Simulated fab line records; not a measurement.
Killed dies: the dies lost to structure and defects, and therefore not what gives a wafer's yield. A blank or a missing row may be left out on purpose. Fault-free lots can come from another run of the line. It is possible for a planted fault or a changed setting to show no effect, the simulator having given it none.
fab line records | flow n5Finfet
[record] lots = 13 wafers = 39 lastDay = 18
route steps=1938 shown BEOL_M5@1182 BEOL_M6@1201 PASSIVATION@1936
lots with no fault: from the same line, run without faults
startH: start of the lot's first displayed wafer, in hours after the record's first day | waitH: hours from the lot's prior step to this one | " same as the row above | L1.1+2: several wafers, shown together as one row | - no value present, or no start provided | * or withheld: withheld | < > ~ a bound
route shown NAME@n: NAME is a module with steps in the file, n the number in the route of the first one | usual: the fault-free wafers' mean and standard deviation | same: alike in all rows | chamber/n: place in a boat | sites: readings site by site | _std_site: their standard deviation | _edge_site: the outer-site mean with the inner-site mean subtracted | radiusMm: for every site, how far away it sits from the centre of the wafer | mask NAME#n: copy n | behind: tool/chamber where the wafer was last shaped | hold: why the lot was held/for how many hours/how that ended | device: transistor that didn't switch, given as n, p or np | end of line: the route-end tests of the same wafers | for a step that has no rows: nothing shown but its recipe | killed: at the first sort, the dies lost to defects and structure; wafer yield is something else | map: dies across one wafer; x = killed, . = not, _ = none there
set.NAME: the setting the step ran with; set.NAME@STEP: the setting that earlier step ran with | model.NAME: the simulator's own value behind a step, which no gauge read
steps of the route over a sample of lots; a table a step, a row a wafer
services: the hour from which a tool's chamber was out of use, counted from the record's first day as startH (under 0 if before that day), plus the number of hours and why
[[steps]]
[step N5_BEOL_M5_ANNEAL_89]
[recipe] tempC = 400 timeS = 1800 ambient = vacuum
[usual] heaterPowerW = 814/85
// columns lot.wafer tool chamber startH waitH heaterPowerW
L224.2 pvdSputter-03 - 178.48 0.0 786
L224.3 " - " " 927
L224.6 " - " " 778
L226.2 pvdSputter-01 - 180.39 0.0 671
L226.5 " - " " 705
L226.6 " - " " 696
L228.2 pvdSputter-03 - 197.04 0.0 769
L228.3 " - " " 788
L228.6 " - " " 880
L230.1 pvdSputter-03 - 212.79 0.0 915
L230.4 " - " " 752
L230.5 " - " " 741
L231.3 pvdSputter-01 - 221.64 0.0 842
L231.4 " - " " 703
L231.6 " - " " 684
L232.1 pvdSputter-02 - 221.97 0.0 792
L232.2 " - " " 811
L232.4 " - " " 797
L234.3 pvdSputter-03 - 232.65 0.0 901
L234.4 " - " " 751
L234.6 " - " " 741
L235.3 pvdSputter-03 - 239.31 0.0 747
L235.5 " - " " 762
L235.6 " - " " 761
L243.2 pvdSputter-01 - 291.75 0.0 697
L243.4 " - " " 876
L243.6 " - " " 687
L242.1 pvdSputter-03 - 299.64 0.0 771
L242.2 " - " " 868
L242.3 " - " " 740
L244.3 pvdSputter-03 - 318.61 0.0 877
L244.5 " - " " 773
L244.6 " - " " 870
L247.1 pvdSputter-02 - 324.89 0.0 988
L247.3 " - " " 813
L247.6 " - " " 787
L246.1 pvdSputter-02 - 332.08 0.0 990
L246.4 " - " " 795
L246.5 " - " " 806
[step N5_BEOL_M5_CO_CAP_78]
[recipe] material = Co targetThkA = 20 tempC = 200 precursor = CCTBA/H2 pressureTorr = 30 timeS = 102.1
[usual] heaterPowerW = 237/12
// columns lot.wafer tool chamber startH waitH heaterPowerW
L224.2 cvdCo-02 2 180.36 0.0 251
L224.3 " 0 " " 219
L224.6 " 0 " " 212
L226.2 cvdCo-01 2 182.27 0.0 245
L226.5 " 0 " " 244
L226.6 " 1 " " 234
L228.2 cvdCo-02 0 198.93 0.0 225
L228.3 " 2 " " 256
L228.6 " 1 " " 230
L230.1 cvdCo-01 0 215.47 0.0 236
L230.4 " 2 " " 241
L230.5 " 0 " " 244
L231.3 cvdCo-02 2 223.52 0.0 260
L231.4 " 2 " " 254
L231.6 " 1 " " 231
L232.1 cvdCo-01 2 224.48 0.0 242
L232.2 " 1 " " 242
L232.4 " 2 " " 241
L234.3 cvdCo-02 0 234.53 0.0 220
L234.4 " 2 " " 251
L234.6 " 0 " " 214
L235.3 cvdCo-01 2 241.22 0.0 248
L235.5 " 2 " " 247
L235.6 " 0 " " 234
L243.2 cvdCo-02 0 293.70 0.0 223
L243.4 " 2 " " 257
L243.6 " 1 " " 229
L242.1 cvdCo-01 2 301.52 0.0 241
L242.2 " 0 " " 242
L242.3 " 1 " " 231
L244.3 cvdCo-02 0 320.49 0.0 222
L244.5 " 1 " " 233
L244.6 " 2 " " 259
L247.1 cvdCo-01 1 327.27 0.0 240
L247.3 " 2 " " 244
L247.6 " 2 " " 252
L246.1 cvdCo-02 2 333.97 0.0 259
L246.4 " 2 " " 264
L246.5 " 0 " " 222
[step N5_BEOL_M6_COAT_05]
[recipe] resist = CAR-ArF spinRpm = 1500 resistThkNm = 90
[usual] spinSpeedRpm = 1499.9/1
// columns lot.wafer tool chamber startH waitH spinSpeedRpm
L224.2 lithoTrack-01 0 181.77 - 1499.4
L224.3 " 0 " " 1500.0
L224.6 " 0 " " 1501.5
L226.2 lithoTrack-04 0 184.85 - 1500.0
L226.5 " 0 " " 1498.5
L226.6 " 0 " " 1499.5
L228.2 lithoTrack-03 0 200.62 - 1499.2
L228.3 " 0 " " 1497.8
L228.6 " 0 " " 1498.0
L230.1 lithoTrack-01 0 217.54 - 1501.7
L230.4 " 0 " " 1501.3
L230.5 " 0 " " 1500.2
L231.3 lithoTrack-04 0 226.56 - 1499.9
L231.4 " 0 " " 1498.4
L231.6 " 0 " " 1498.8
L232.1 lithoTrack-04 0 226.77 - 1499.7
L232.2 " 0 " " 1500.0
L232.4 " 0 " " 1500.0
L234.3 lithoTrack-04 0 236.69 - 1570.8
L234.4 " 0 " " 1571.5
L234.6 " 0 " " 1571.0
L235.3 lithoTrack-04 0 243.08 - 1571.5
L235.5 " 0 " " 1570.6
L235.6 " 0 " " 1569.8
L243.2 lithoTrack-03 0 295.60 - 1502.5
L243.4 " 0 " " 1501.6
L243.6 " 0 " " 1500.0
L242.1 lithoTrack-01 0 303.43 - 1498.9
L242.2 " 0 " " 1499.5
L242.3 " 0 " " 1500.4
L244.3 lithoTrack-04 0 323.96 - 1500.7
L244.5 " 0 " " 1500.6
L244.6 " 0 " " 1501.0
L247.1 lithoTrack-01 0 329.53 - 1497.9
L247.3 " 0 " " 1500.9
L247.6 " 0 " " 1498.1
L246.1 lithoTrack-04 0 335.42 - 1501.3
L246.4 " 0 " " 1499.3
L246.5 " 0 " " 1499.9
[step N5_BEOL_M6_OVL_MEAS_12]
[recipe] pointsPerWafer = 44
[usual] M6_OVL = 0.1/0.7
[same] pointsPerWafer = 44
// columns lot.wafer tool chamber startH waitH M6_OVL[nm]
L224.2 overlay-01 0 182.17 0.0 1.2
L224.3 " 0 " " -0.4
L224.6 " 0 " " 0.3
L226.2 overlay-02 0 185.24 0.0 -0.4
L226.5 " 0 " " 0.3
L226.6 " 0 " " 0.1
L228.2 overlay-01 0 201.02 0.0 0.2
L228.3 " 0 " " -0.1
L228.6 " 0 " " -0.3
L230.1 overlay-02 0 217.94 0.0 0.7
L230.4 " 0 " " 0.3
L230.5 " 0 " " 0.0
L231.3 overlay-02 0 226.83 0.0 -0.1
L231.4 " 0 " " 0.2
L231.6 " 0 " " -0.2
L232.1 overlay-02 0 227.17 0.0 1.7
L232.2 " 0 " " 0.3
L232.4 " 0 " " 1.1
L234.3 overlay-01 0 237.09 0.0 -2.1
L234.4 " 0 " " -0.5
L234.6 " 0 " " -0.6
L235.3 overlay-01 0 243.35 0.0 -0.7
L235.5 " 0 " " 0.0
L235.6 " 0 " " 0.2
L243.2 overlay-02 0 296.00 0.0 -0.5
L243.4 " 0 " " 0.1
L243.6 " 0 " " -0.6
L242.1 overlay-02 0 303.82 0.0 -0.6
L242.2 " 0 " " 0.2
L242.3 " 0 " " 1.4
L244.3 overlay-02 0 324.35 0.0 -0.2
L244.5 " 0 " " 1.0
L244.6 " 0 " " 0.1
L247.1 overlay-02 0 329.92 0.0 0.2
L247.3 " 0 " " 0.6
L247.6 " 0 " " -0.2
L246.1 overlay-01 0 335.82 0.0 0.5
L246.4 " 0 " " 0.2
L246.5 " 0 " " -0.8
[step N5_PASSIVATION_PROBE_49]
[usual] defectLimitedYield = 91.3/1.7 killed_at_M0_to_M3 = 33/11 killed_at_M4_up = 14/5.5 killedAtContacts = 13/6.5 killedAtFrontEnd = 39/13 killedAtOther = 3.4/2.9 killedDies = 103/20 killedOpen = 69/15 killedShort = 32/8.1 sort_bin_5_function = 5.1/1.1 sort_bin_6_memory = 3.3/0.74 sort_bin_8_speed = 0.00/0.014 sortNPass = 1077/20 sortYieldPct = 91.3/1.7
[same] grossDies = 1180 killedAtBackSide = 0 sort_bin_4_leakage[%] = 0
// columns lot.wafer tool chamber startH waitH defectLimitedYield[%] killed_at_M0_to_M3 killed_at_M4_up killedAtContacts killedAtFrontEnd killedAtOther killedDies killedOpen killedShort sort_bin_5_function[%] sort_bin_6_memory[%] sort_bin_8_speed[%] sortNPass sortYieldPct[%]
L230.1 prober-02 - 314.53 0.0 94.2 23 25 0 20 1 69 51 18 3.0 2.7 0 1111 94.2
L230.4 prober-02 - 314.68 0.2 94.8 26 10 3 19 3 61 41 19 2.9 2.0 0 1119 94.8
L230.5 prober-02 - 314.73 0.2 92.7 28 17 2 34 5 86 57 26 4.3 2.7 0 1094 92.7
L231.3 prober-01 - 331.01 0.1 91.6 30 17 6 36 10 99 62 37 5.2 2.8 0 1081 91.6
L231.4 prober-01 - 331.06 0.2 90.8 42 15 15 36 1 109 83 26 5.4 3.6 0 1071 90.8
L231.6 prober-01 - 331.16 0.3 90.5 30 14 14 50 4 112 77 32 5.6 3.2 0 1068 90.5
L234.3 prober-02 - 337.82 0.1 91.2 50 18 5 27 4 104 62 42 5.3 3.1 0 1076 91.2
L234.4 prober-02 - 337.87 0.2 92.2 44 11 8 28 1 92 54 38 4.4 2.7 0 1088 92.2
L234.6 prober-02 - 337.97 0.3 90.9 51 13 10 31 2 107 73 34 5.3 3.3 0 1073 90.9
L247.1 prober-02 - 429.53 0.0 92.5 34 18 8 27 2 89 64 22 4.1 3.1 0 1091 92.5
L247.3 prober-02 - 429.63 0.1 90.0 37 15 14 48 4 118 71 42 5.1 4.6 0 1062 90.0
L247.6 prober-02 - 429.78 0.3 91.3 46 6 5 44 2 103 61 40 4.8 3.3 0 1077 91.3
// killed by level:class
L230.1 BEOL_M4:geometricParticle:open=16 BEOL_M3:geometricParticle:open=6 BEOL_M1:geometricParticle:open=4 BEOL_M2:geometricParticle:open=4 FIN_SAQP:geometricParticle:open=3 STI_FIN_REVEAL:geometricParticle:open=3 GATE_CUT:geometricParticle:open=3 BEOL_M0_SAQP:geometricParticle:open=3
L230.4 BEOL_M3:geometricParticle:open=8 BEOL_M2:geometricParticle:open=6 FIN_SAQP:geometricParticle:short=4 STARTING-WAFER:geometricParticle:open=4 BEOL_M4:geometricParticle:open=4 MOL_CONTACT_COAG:geometricParticle:open=3 BEOL_M1:geometricParticle:open=3 BEOL_M3:geometricParticle:short=3
L230.5 BEOL_M4:geometricParticle:open=8 STI_FIN_REVEAL:geometricParticle:open=7 GATE_CUT:geometricParticle:short=6 BEOL_M3:geometricParticle:open=6 BEOL_M1:geometricParticle:open=5 BEOL_M2:geometricParticle:open=4 PAD_METAL:geometricParticle:short=4 FIN_SAQP:geometricParticle:open=3
L231.3 FIN_SAQP:geometricParticle:open=8 BEOL_M4:geometricParticle:open=8 BEOL_M3:geometricParticle:open=7 GATE_CUT:geometricParticle:open=6 FIN_SAQP:geometricParticle:short=5 GATE_CUT:geometricParticle:short=5 MOL_CONTACT_COAG:geometricParticle:open=5 BEOL_M0_SAQP:geometricParticle:short=5
L231.4 MOL_CONTACT_COAG:geometricParticle:open=14 STI_FIN_REVEAL:geometricParticle:open=11 BEOL_M0_SAQP:geometricParticle:open=9 BEOL_M0_SAQP:geometricParticle:short=9 BEOL_M2:geometricParticle:open=7 BEOL_M4:geometricParticle:open=7 FIN_SAQP:geometricParticle:open=6 BEOL_M1:geometricParticle:open=6
L231.6 FIN_SAQP:geometricParticle:open=16 MOL_CONTACT_COAG:geometricParticle:open=11 GATE_CUT:geometricParticle:short=8 BEOL_M0_SAQP:geometricParticle:open=8 BEOL_M3:geometricParticle:open=6 BEOL_M4:geometricParticle:open=6 FIN_SAQP:geometricParticle:short=5 GATE_CUT:geometricParticle:open=5
L234.3 BEOL_M0_SAQP:geometricParticle:short=16 BEOL_M4:geometricParticle:open=11 BEOL_M0_SAQP:geometricParticle:open=10 BEOL_M3:geometricParticle:open=8 ILD0:geometricParticle:short=6 BEOL_M2:geometricParticle:open=6 MOL_CONTACT_COAG:geometricParticle:open=4 BEOL_M2:geometricParticle:short=4
L234.4 BEOL_M0_SAQP:geometricParticle:short=14 BEOL_M3:geometricParticle:open=9 BEOL_M0_SAQP:geometricParticle:open=8 FIN_SAQP:geometricParticle:open=6 BEOL_M1:geometricParticle:open=5 MOL_CONTACT_COAG:geometricParticle:open=4 MOL_CONTACT_COAG:geometricParticle:short=4 STI_FIN_REVEAL:geometricParticle:short=3
L234.6 MOL_CONTACT_COAG:geometricParticle:open=9 BEOL_M3:geometricParticle:open=9 BEOL_M0_SAQP:geometricParticle:open=8 BEOL_M0_SAQP:geometricParticle:short=8 BEOL_M2:geometricParticle:open=8 ILD0:geometricParticle:open=6 BEOL_M3:geometricParticle:short=6 STI_FIN_REVEAL:geometricParticle:open=4
L247.1 BEOL_M4:geometricParticle:open=10 BEOL_M0_SAQP:geometricParticle:open=9 BEOL_M1:geometricParticle:open=7 BEOL_M2:geometricParticle:open=7 MOL_CONTACT_COAG:geometricParticle:open=6 DUMMY_GATE:geometricParticle:open=5 BEOL_M0_SAQP:geometricParticle:short=5 FIN_SAQP:geometricParticle:open=4
L247.3 STI_FIN_REVEAL:geometricParticle:open=14 MOL_CONTACT_COAG:geometricParticle:open=12 BEOL_M4:geometricParticle:open=11 BEOL_M0_SAQP:geometricParticle:short=9 FIN_SAQP:geometricParticle:short=8 BEOL_M0_SAQP:geometricParticle:open=8 BEOL_M2:geometricParticle:short=6 BEOL_M2:geometricParticle:open=5
L247.6 STI_FIN_REVEAL:geometricParticle:open=16 BEOL_M0_SAQP:geometricParticle:open=15 FIN_SAQP:geometricParticle:short=12 BEOL_M0_SAQP:geometricParticle:short=9 BEOL_M2:geometricParticle:open=6 FIN_SAQP:geometricParticle:open=4 STI_FIN_REVEAL:geometricParticle:short=4 BEOL_M1:geometricParticle:short=4
[[services]]
// columns tool chamber startH hours kind
cvdCo-02 - 194.42 2.5 repair
cvdCo-02 - 238.92 2.8 pm
cvdCo-01 - 246.00 2.8 pm
cvdCo-02 0 321.62 1.6 repair
cvdCo-02 1 333.33 - clean
cvdCo-02 1 333.33 22.0 scheduledDown
cvdCo-02 1 333.33 22.0 ventCycle
cvdCo-01 - 334.26 1.4 repair
[[key]]
[firstSign] step = N5_BEOL_M6_COAT_05 reading = spinSpeedRpm direction = up sigmas = 71 usual = * struck = *
effect none on later readings
metAt N5_BEOL_M6_COAT_05
struckLots L234,L235
notActingAt N5_BEOL_M5_ANNEAL_89,N5_BEOL_M5_CO_CAP_78,N5_BEOL_M6_OVL_MEAS_12
onsetBetween 226.77 236.69
[fault] kind = processParameterDrift tool = lithoTrack-04 chamber = - onsetH = 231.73 steps = N5_BEOL_M6_COAT_05 channel = spinRpm offset = * shape = step endH = 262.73 actsIn = * stated = *
